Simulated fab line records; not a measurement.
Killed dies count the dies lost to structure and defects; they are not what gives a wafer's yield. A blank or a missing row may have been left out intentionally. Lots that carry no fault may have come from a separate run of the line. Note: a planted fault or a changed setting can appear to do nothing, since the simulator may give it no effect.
fab line records | flow nand-harc
[record] lots = 11 | wafers = 33 | last-day = 25
route steps=1159 shown A_CONTACT@941 A_BLC@974
lots untouched by any fault: they come from a run of this same line in which no faults occurred
start-h: the number of hours between the record's first day and the start of the first shown wafer of the lot | wait-h: hours elapsed since this lot's preceding step | " the same as in the row above | L1.1+2: a single row standing in for several wafers | - no value present, or no start provided | * or withheld: withheld | < > ~ a bound
route shown NAME@n: NAME is a module with steps in the file, n the number in the route of the first one | usual: the fault-free wafers' mean and standard deviation | same: alike in all rows | chamber/n: place in a boat | sites: readings site by site | _std_site: the standard deviation of these | _edge_site: the outer-site mean with the inner-site mean subtracted | radius-mm: for every site, how far away it sits from the centre of the wafer | mask NAME#n: copy n | behind: the most recent tool/chamber to have shaped the wafer | hold: reason for holding the lot/hours on hold/outcome of the hold | device: the transistor (n, p or np) that didn't switch | end of line: the route-end tests of the same wafers | where a step has no rows: the recipe by itself | killed: dies lost to structure and defects at the first sort, not the wafer's yield | map: a wafer's dies, marking killed ones x, the rest . and places with no die _
set.NAME: the setting that was run; set.NAME@STEP: the one run at that earlier step | model.NAME: the simulator's own value behind a step, which no gauge read
one table for each step of the route and one row for each wafer, over a sample of lots
services: when a tool's chamber went out of use (start-h, in hours from the record's first day, below 0 if earlier), for how many hours, and the reason
[[steps]]
[step NHARC_A_CONTACT_ETCH_30]
[recipe] target-depth-a = 605 | time-s = 30.2 | cf4-flow-sccm = 100 | chf3-flow-sccm = 30 | ar-flow-sccm = 0 | rf-w = 500 | bias-w = 200 | chemistry = CF4/CHF3
[usual] bias-w = 200.0/0.63 | drypump-motor-current-A = 5.8/0.45 | oes-product-au = 0.930/0.015 | rf-vpp-V = 370.3/2 | run-length-s = 51.6/0.5 | showerhead-plenum-p-Torr = 1.57/0.053 | throttle-valve-pct = 16.802/0.0096
lot.wafer | tool        | chamber | start-h | wait-h | bias-w | drypump-motor-current-A | oes-product-au | rf-hours-counter-h | rf-vpp-V | run-length-s | showerhead-plenum-p-Torr | throttle-valve-pct
L454.2    | rie-diel-10 | 0       | -       | -      | 200.0  | 5.4                     | 0.945          | 11                 | 371.8    | 51.3         | 1.61                     | 16.799
L454.5    | "           | 3       | "       | "      | 200.0  | 5.2                     | 0.918          | -                  | 370.1    | 52.0         | 1.50                     | 16.811
L454.6    | "           | 0       | "       | "      | 200.4  | 5.5                     | 0.934          | -                  | 372.8    | 50.8         | 1.61                     | 16.797
L456.1    | rie-diel-10 | 0       | -       | -      | 201.2  | 5.4                     | 0.949          | 12                 | 371.9    | 50.7         | 1.61                     | 16.804
L456.5    | "           | 1       | "       | "      | 199.2  | 6.7                     | 0.927          | -                  | 369.0    | 51.2         | 1.52                     | 16.800
L456.6    | "           | 2       | "       | "      | 201.5  | 6.3                     | 0.933          | -                  | 370.0    | 52.1         | 1.60                     | 16.794
L453.4    | rie-diel-06 | 3       | -       | -      | 199.3  | 6.1                     | 0.940          | 62                 | 371.6    | 51.4         | 1.59                     | 16.798
L453.1    | "           | 1       | "       | "      | 200.1  | 5.7                     | 0.926          | 58                 | 370.4    | 51.1         | 1.56                     | 16.791
L453.3    | "           | 2       | "       | "      | 199.6  | 5.4                     | 0.926          | 58                 | 368.7    | 51.6         | 1.52                     | 16.807
L457.1    | rie-diel-10 | 0       | -       | -      | 200.4  | 5.4                     | 0.938          | 16                 | 373.4    | 51.2         | 1.61                     | 16.789
L457.4    | "           | 2       | "       | "      | 200.0  | 6.3                     | 0.935          | -                  | 370.2    | 52.1         | 1.60                     | 16.811
L457.5    | "           | 3       | "       | "      | 200.3  | 5.2                     | 0.909          | -                  | 367.5    | 52.0         | 1.50                     | 16.797
L458.3    | rie-diel-03 | 0       | -       | -      | 199.5  | 6.4                     | 0.930          | 2                  | 368.8    | 51.5         | 1.54                     | 16.793
L458.1    | "           | 1       | "       | "      | 200.1  | 5.7                     | 0.929          | 2                  | 368.1    | 51.6         | 1.49                     | 16.778
L458.5    | "           | 2       | "       | "      | 199.9  | 5.6                     | 0.927          | -                  | 374.4    | 51.7         | 1.67                     | 16.793
L461.2    | rie-diel-10 | 0       | -       | -      | 199.3  | 5.4                     | 0.946          | 37                 | 369.8    | 50.7         | 1.60                     | 16.808
L461.6    | "           | 0       | "       | "      | 199.4  | 5.4                     | 0.940          | -                  | 372.7    | 50.8         | 1.61                     | 16.798
L461.5    | "           | 3       | "       | "      | 200.4  | 5.2                     | 0.919          | -                  | 367.5    | 51.7         | 1.50                     | 16.795
L464.2    | rie-diel-06 | 2       | -       | -      | 200.7  | 5.4                     | 0.928          | 12                 | 368.5    | 51.3         | 1.52                     | 16.806
L464.3    | "           | 3       | "       | "      | 200.3  | 6.1                     | 0.916          | 11                 | 370.1    | 50.8         | 1.59                     | 16.810
L464.6    | "           | 0       | "       | "      | 200.3  | 6.2                     | 0.921          | -                  | 370.6    | 51.4         | 1.59                     | 16.817
L466.4    | rie-diel-06 | 2       | -       | -      | 199.1  | 5.4                     | 0.933          | 16                 | 369.8    | 51.4         | 1.52                     | 16.797
L466.2    | "           | 0       | "       | "      | 199.8  | 6.2                     | 0.932          | 15                 | 369.8    | 51.6         | 1.59                     | 16.800
L466.5    | "           | 3       | "       | "      | 199.1  | 6.1                     | 0.930          | -                  | 372.7    | 51.0         | 1.59                     | 16.810
L471.2    | rie-diel-06 | 1       | -       | -      | 200.2  | 5.7                     | 0.925          | 23                 | 370.2    | 51.5         | 1.55                     | 16.799
L471.5    | "           | 3       | "       | "      | 199.7  | 6.1                     | 0.926          | -                  | 372.2    | 50.9         | 1.59                     | 16.810
L471.6    | "           | 0       | "       | "      | 200.1  | 6.2                     | 0.925          | -                  | 370.0    | 51.3         | 1.59                     | 16.809
L474.2    | rie-diel-03 | 3       | -       | -      | 199.1  | 5.8                     | 0.962          | 19                 | 371.3    | 52.1         | 1.58                     | 16.805
L474.1    | "           | 0       | "       | "      | 199.5  | 6.4                     | 0.979          | 19                 | 368.7    | 51.2         | 1.54                     | 16.799
L474.6    | "           | 3       | "       | "      | 198.8  | 5.7                     | 0.952          | -                  | 370.3    | 52.1         | 1.58                     | 16.793
L476.2    | rie-diel-03 | 0       | -       | -      | 199.9  | 6.4                     | 0.916          | 22                 | 370.4    | 51.1         | 1.54                     | 16.793
L476.6    | "           | 0       | "       | "      | 199.7  | 6.5                     | 0.916          | -                  | 369.3    | 51.6         | 1.54                     | 16.802
L476.5    | "           | 1       | "       | "      | 199.9  | 5.7                     | 0.911          | -                  | 366.0    | 51.0         | 1.49                     | 16.828
[step NHARC_A_CONTACT_ETCH_110]
[recipe] target-depth-a = 500 | overetch-a = 50 | time-s = 27.5 | ion-energy-ev = 100 | cf4-flow-sccm = 80 | o2-flow-sccm = 20 | ar-flow-sccm = 0 | rf-w = 300 | bias-w = 100 | chemistry = CF4/O2
[usual] bias-w = 99.9/0.33 | drypump-motor-current-A = 5.9/0.38 | oes-product-au = 1.000/0.0081 | rf-vpp-V = 197.7/1.2 | run-length-s = 48.9/0.46 | showerhead-plenum-p-Torr = 1.33/0.049 | throttle-valve-pct = 13.398/0.0083
lot.wafer | tool        | chamber | start-h | wait-h | bias-w | drypump-motor-current-A | oes-product-au | rf-hours-counter-h | rf-vpp-V | run-length-s | showerhead-plenum-p-Torr | throttle-valve-pct
L456.1    | rie-diel-06 | 3       | 398.11  | 0.1    | 100.0  | 6.1                     | 1.017          | 59                 | 199.0    | 48.4         | 1.35                     | 13.405
L456.6    | "           | 2       | "       | "      | 100.1  | 5.4                     | 1.002          | -                  | 196.3    | 48.8         | 1.29                     | 13.411
L456.5    | "           | 3       | "       | "      | 99.8   | 6.1                     | 1.014          | -                  | 198.0    | 48.5         | 1.35                     | 13.411
L454.2    | rie-diel-10 | 0       | 398.14  | 0.5    | 100.3  | 5.4                     | 1.017          | 13                 | 198.5    | 48.6         | 1.37                     | 13.403
L454.5    | "           | 1       | "       | "      | 99.3   | 6.7                     | 0.985          | -                  | 197.5    | 48.8         | 1.29                     | 13.391
L454.6    | "           | 2       | "       | "      | 99.9   | 6.2                     | 1.009          | -                  | 197.8    | 49.5         | 1.36                     | 13.417
L453.4    | rie-diel-03 | 2       | 405.96  | 0.0    | 100.0  | 5.6                     | 1.010          | 2                  | 199.8    | 49.0         | 1.42                     | 13.390
L453.3    | "           | 0       | "       | "      | 99.5   | 6.4                     | 0.998          | 2                  | 196.7    | 48.5         | 1.31                     | 13.387
L453.1    | "           | 1       | "       | "      | 100.0  | 5.7                     | 1.010          | 2                  | 196.7    | 48.2         | 1.27                     | 13.393
L457.1    | rie-diel-06 | 3       | 409.03  | 0.1    | 99.5   | 6.1                     | 1.005          | 64                 | 198.0    | 48.6         | 1.35                     | 13.397
L457.4    | "           | 1       | "       | "      | 99.9   | 5.7                     | 0.994          | 60                 | 196.0    | 48.4         | 1.32                     | 13.391
L457.5    | "           | 0       | "       | "      | 99.7   | 6.2                     | 0.994          | -                  | 197.9    | 48.6         | 1.35                     | 13.406
L458.3    | rie-diel-06 | 2       | 413.58  | 0.1    | 100.1  | 5.4                     | 0.999          | 60                 | 197.4    | 48.5         | 1.29                     | 13.401
L458.1    | "           | 0       | "       | "      | 100.1  | 6.2                     | 1.001          | 65                 | 197.6    | 48.6         | 1.35                     | 13.396
L458.5    | "           | 2       | "       | "      | 99.7   | 5.4                     | 1.001          | -                  | 197.9    | 48.7         | 1.29                     | 13.390
L461.2    | rie-diel-03 | 3       | 453.22  | 0.1    | 100.2  | 5.8                     | 0.997          | 7                  | 198.2    | 49.9         | 1.34                     | 13.407
L461.5    | "           | 3       | "       | "      | 100.0  | 5.8                     | 0.993          | -                  | 196.9    | 49.5         | 1.34                     | 13.394
L461.6    | "           | 0       | "       | "      | 99.5   | 6.4                     | 0.995          | -                  | 197.8    | 48.4         | 1.31                     | 13.407
L464.2    | rie-diel-03 | 1       | 455.07  | 0.1    | 99.6   | 5.7                     | 0.991          | 10                 | 196.0    | 48.2         | 1.26                     | 13.408
L464.3    | "           | 3       | "       | "      | 99.9   | 5.8                     | 0.986          | 8                  | 196.4    | 49.4         | 1.34                     | 13.383
L464.6    | "           | 1       | "       | "      | 99.8   | 5.7                     | 0.995          | -                  | 197.4    | 48.2         | 1.26                     | 13.409
L466.4    | rie-diel-06 | 3       | 467.20  | 0.1    | 99.8   | 6.1                     | 0.995          | 17                 | 197.8    | 48.1         | 1.35                     | 13.383
L466.2    | "           | 2       | "       | "      | 100.2  | 5.4                     | 1.013          | 17                 | 196.1    | 49.0         | 1.29                     | 13.413
L466.5    | "           | 3       | "       | "      | 99.9   | 6.1                     | 0.996          | -                  | 197.6    | 48.5         | 1.35                     | 13.392
L471.2    | rie-diel-03 | 1       | 493.88  | 0.1    | 99.4   | 5.7                     | 0.999          | 17                 | 197.1    | 48.4         | 1.26                     | 13.389
L471.6    | "           | 2       | "       | "      | 100.4  | 5.6                     | 0.994          | -                  | 199.7    | 48.8         | 1.42                     | 13.407
L471.5    | "           | 3       | "       | "      | 99.8   | 5.7                     | 0.999          | -                  | 199.5    | 49.3         | 1.34                     | 13.395
L474.1    | rie-diel-03 | 2       | 517.76  | 0.1    | 99.4   | 5.6                     | 1.010          | 22                 | 199.7    | 49.2         | 1.41                     | 13.399
L474.2    | "           | 3       | "       | "      | 99.7   | 5.8                     | 0.998          | 20                 | 197.6    | 49.3         | 1.34                     | 13.403
L474.6    | "           | 0       | "       | "      | 100.3  | 6.4                     | 1.007          | -                  | 196.9    | 48.6         | 1.30                     | 13.385
L476.2    | rie-diel-10 | 0       | 529.15  | 0.1    | 100.4  | 5.4                     | 1.018          | 71                 | 198.6    | 48.1         | 1.36                     | 13.389
L476.5    | "           | 2       | "       | "      | 100.2  | 6.2                     | 1.013          | -                  | 198.8    | 49.5         | 1.35                     | 13.404
L476.6    | "           | 3       | "       | "      | 100.5  | 5.2                     | 0.989          | -                  | 196.9    | 49.4         | 1.26                     | 13.409
[step NHARC_A_BLC_CD_MEAS_10]
[recipe] target-cd-nm = 100 | landing-energy-ev = 500
[usual] cd-nm = 100.0/0.51
lot.wafer | tool      | chamber | start-h | wait-h | cd-nm
L456.1    | cd-sem-02 | 0       | 404.75  | -      | 99.9
L456.5    | "         | 0       | "       | "      | 100.0
L456.6    | "         | 0       | "       | "      | 100.6
L454.2    | cd-sem-03 | 0       | 405.40  | -      | 101.2
L454.5    | "         | 0       | "       | "      | 100.1
L454.6    | "         | 0       | "       | "      | 100.9
L453.1    | cd-sem-03 | 0       | 408.49  | -      | 100.2
L453.3    | "         | 0       | "       | "      | 99.5
L453.4    | "         | 0       | "       | "      | 100.2
L457.1    | cd-sem-01 | 0       | 411.89  | -      | 100.4
L457.4    | "         | 0       | "       | "      | 100.4
L457.5    | "         | 0       | "       | "      | 99.3
L458.1    | cd-sem-03 | 0       | 416.22  | -      | 99.9
L458.3    | "         | 0       | "       | "      | 101.1
L458.5    | "         | 0       | "       | "      | 100.5
L461.2    | cd-sem-02 | 0       | 455.87  | -      | 100.7
L461.5    | "         | 0       | "       | "      | 99.7
L461.6    | "         | 0       | "       | "      | 100.2
L464.2    | cd-sem-03 | 0       | 457.61  | -      | 99.8
L464.3    | "         | 0       | "       | "      | 100.3
L464.6    | "         | 0       | "       | "      | 100.2
L466.2    | cd-sem-01 | 0       | 472.46  | -      | 99.6
L466.4    | "         | 0       | "       | "      | 100.5
L466.5    | "         | 0       | "       | "      | 99.7
L471.2    | cd-sem-03 | 0       | 497.61  | -      | 101.4
L471.5    | "         | 0       | "       | "      | 101.0
L471.6    | "         | 0       | "       | "      | 100.3
L474.1    | cd-sem-03 | 0       | 520.27  | -      | 99.9
L474.2    | "         | 0       | "       | "      | 99.5
L474.6    | "         | 0       | "       | "      | 100.4
L476.2    | cd-sem-02 | 0       | 531.96  | -      | 100.2
L476.5    | "         | 0       | "       | "      | 100.4
L476.6    | "         | 0       | "       | "      | 100.0
[step NHARC_A_BLC_ETCH_17]
[recipe] target-depth-a = 3900 | over-etch-frac = 0.25 | time-s = 609.38 | ion-energy-ev = 200 | n2-flow-sccm = 150 | h2-flow-sccm = 150 | ar-flow-sccm = 0 | rf-w = 400 | bias-w = 150 | chemistry = N2/H2
[usual] bias-w = 150.0/0.41 | drypump-motor-current-A = 6.0/0.43 | oes-product-au = 1.003/0.0086 | rf-vpp-V = 429.8/2.2 | run-length-s = 630.8/0.48 | showerhead-plenum-p-Torr = 2.02/0.076 | throttle-valve-pct = 14.171/0.0095
lot.wafer | tool        | chamber | start-h | wait-h | bias-w | drypump-motor-current-A | oes-product-au | rf-hours-counter-h | rf-vpp-V | run-length-s | showerhead-plenum-p-Torr | throttle-valve-pct
L456.1    | rie-diel-12 | 1       | 405.20  | -      | 150.4  | 5.2                     | 1.005          | 1                  | 427.5    | 630.0        | 1.99                     | 14.155
L456.6    | "           | 3       | "       | "      | 149.9  | 5.9                     | 1.014          | -                  | 430.4    | 631.0        | 2.07                     | 14.166
L456.5    | "           | 0       | "       | "      | 149.9  | 6.3                     | 1.009          | -                  | 427.2    | 631.5        | 1.96                     | 14.168
L454.2    | rie-diel-02 | 3       | 405.85  | -      | 150.0  | 6.6                     | 1.001          | 8                  | 427.7    | 630.5        | 1.96                     | 14.159
L454.6    | "           | 3       | "       | "      | 150.1  | 6.6                     | 1.010          | -                  | 429.4    | 630.5        | 1.96                     | 14.181
L454.5    | "           | 0       | "       | "      | 150.2  | 5.8                     | 1.012          | -                  | 428.4    | 631.5        | 1.94                     | 14.187
L453.3    | rie-diel-12 | 2       | 408.87  | -      | 149.9  | 6.2                     | 1.007          | 2                  | 433.3    | 630.2        | 2.14                     | 14.182
L453.4    | "           | 3       | "       | "      | 150.3  | 6.0                     | 1.014          | 2                  | 430.7    | 631.1        | 2.06                     | 14.171
L453.1    | "           | 1       | "       | "      | 150.7  | 5.2                     | 1.006          | 2                  | 429.7    | 629.9        | 1.99                     | 14.159
L457.1    | rie-diel-12 | 2       | 412.25  | -      | 150.2  | 6.2                     | 1.000          | 3                  | 431.9    | 630.5        | 2.14                     | 14.173
L457.4    | "           | 0       | "       | "      | 150.2  | 6.3                     | 1.002          | 3                  | 429.0    | 631.0        | 1.96                     | 14.163
L457.5    | "           | 3       | "       | "      | 149.8  | 5.9                     | 0.999          | -                  | 430.8    | 631.6        | 2.06                     | 14.185
L458.1    | rie-diel-02 | 1       | 416.67  | -      | 149.5  | 5.8                     | 0.996          | 6                  | 427.5    | 630.6        | 1.96                     | 14.167
L458.3    | "           | 2       | "       | "      | 149.8  | 5.6                     | 1.018          | 8                  | 432.1    | 631.2        | 2.12                     | 14.179
L458.5    | "           | 3       | "       | "      | 150.4  | 6.6                     | 1.014          | -                  | 428.9    | 630.4        | 1.96                     | 14.175
L461.2    | rie-diel-02 | 2       | 456.32  | -      | -      | 5.6                     | 1.006          | 14                 | 433.2    | 559.2        | 2.11                     | 14.164
L461.6    | "           | 0       | "       | "      | -      | 5.8                     | 0.997          | -                  | 427.4    | 559.3        | 1.93                     | 14.150
L461.5    | "           | 1       | "       | "      | -      | 5.9                     | 0.999          | -                  | 428.1    | 559.1        | 1.96                     | 14.175
L464.2    | rie-diel-05 | 1       | 458.12  | -      | 149.5  | 5.3                     | 0.990          | 47                 | 428.0    | 630.7        | 1.91                     | 14.167
L464.3    | "           | 2       | "       | "      | 149.7  | 6.7                     | 0.995          | 38                 | 431.9    | 630.7        | 2.11                     | 14.141
L464.6    | "           | 2       | "       | "      | 150.0  | 6.7                     | 0.996          | -                  | 432.5    | 631.1        | 2.11                     | 14.180
L466.4    | rie-diel-02 | 1       | 472.86  | -      | -      | 5.9                     | 1.007          | 13                 | 427.6    | 558.8        | 1.96                     | 14.160
L466.2    | "           | 3       | "       | "      | -      | 6.6                     | 1.005          | 17                 | 429.5    | 558.4        | 1.96                     | 14.178
L466.5    | "           | 1       | "       | "      | -      | 5.9                     | 0.991          | -                  | 427.9    | 559.0        | 1.96                     | 14.159
L471.2    | rie-diel-12 | 2       | 498.05  | -      | 149.5  | 6.2                     | 0.999          | 10                 | 433.0    | 630.3        | 2.14                     | 14.164
L471.5    | "           | 0       | "       | "      | 149.9  | 6.3                     | 0.998          | -                  | 428.1    | 631.2        | 1.96                     | 14.162
L471.6    | "           | 1       | "       | "      | 149.9  | 5.2                     | 1.006          | -                  | 429.6    | 630.2        | 1.99                     | 14.176
L474.2    | rie-diel-12 | 1       | 520.64  | -      | 149.9  | 5.2                     | 0.994          | 13                 | 428.7    | 630.7        | 1.99                     | 14.161
L474.1    | "           | 3       | "       | "      | 149.6  | 6.0                     | 1.012          | 13                 | 430.2    | 631.1        | 2.06                     | 14.184
L474.6    | "           | 2       | "       | "      | 150.1  | 6.2                     | 1.003          | -                  | 433.3    | 630.2        | 2.14                     | 14.180
L476.2    | rie-diel-05 | 2       | 532.57  | -      | 150.2  | 6.7                     | 1.001          | 2                  | 433.2    | 630.6        | 2.10                     | 14.175
L476.5    | "           | 2       | "       | "      | 150.2  | 6.7                     | 1.000          | -                  | 432.0    | 630.8        | 2.10                     | 14.164
L476.6    | "           | 3       | "       | "      | 150.5  | 5.7                     | 0.976          | -                  | 427.9    | 630.8        | 1.93                     | 14.177
[[services]]
tool        | chamber | start-h | hours | kind
rie-diel-03 | 0       | 371.62  | -     | clean
rie-diel-12 | -       | 379.40  | 9.0   | pm
rie-diel-03 | -       | 392.30  | 9.0   | pm
rie-diel-02 | 1       | 397.78  | 13.9  | repair
rie-diel-10 | 3       | 398.31  | 5.8   | repair
rie-diel-12 | 3       | 398.60  | 5.4   | repair
rie-diel-10 | 1       | 399.69  | 8.5   | repair
rie-diel-03 | 3       | 401.32  | 3.5   | repair
rie-diel-02 | 0       | 413.59  | 10.8  | repair
rie-diel-06 | -       | 418.74  | 9.0   | pm
rie-diel-10 | 1       | 423.64  | 45.3  | repair
rie-diel-03 | 0       | 431.07  | 6.7   | repair
rie-diel-10 | 0       | 436.05  | 3.7   | repair
rie-diel-05 | 3       | 470.76  | 15.7  | repair
rie-diel-02 | 1       | 473.96  | 2.9   | repair
rie-diel-06 | 2       | 498.54  | 2.2   | repair
rie-diel-02 | -       | 505.30  | 9.0   | pm
rie-diel-05 | 3       | 506.52  | 10.3  | repair
rie-diel-05 | 2       | 507.79  | 8.8   | repair
rie-diel-06 | 2       | 510.94  | 10.1  | repair
rie-diel-12 | 0       | 511.65  | 4.0   | repair
rie-diel-05 | -       | 518.61  | 9.0   | pm
rie-diel-02 | -       | 519.22  | 0.8   | repair
rie-diel-10 | -       | 530.58  | 9.0   | pm
[[key]]
[first-sign] step = NHARC_A_BLC_ETCH_17 | reading = run-length-s | direction = down | sigmas = 99+ | usual = * | struck = *
effect none on later readings
met-at NHARC_A_BLC_ETCH_17
struck-lots L461,L466
tester-left-out L461,L466
not-acting-at NHARC_A_CONTACT_ETCH_30,NHARC_A_CONTACT_ETCH_110,NHARC_A_BLC_CD_MEAS_10
onset-between 416.67 456.32
[fault] kind = process-parameter-drift | tool = rie-diel-02 | chamber = - | onset-h = 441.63 | steps = NHARC_A_BLC_ETCH_17 | channel = time-s | offset = * | shape = step | end-h = 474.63 | acts-in = * | stated = *
// tester-left-out: of these lots the tester's yield and bins aren't shown, on N5 and GAA mostly nor the transistor test; their killed dies are dies lost to structure and defects alone, not to doping, threshold or leakage, so they don't give the yield
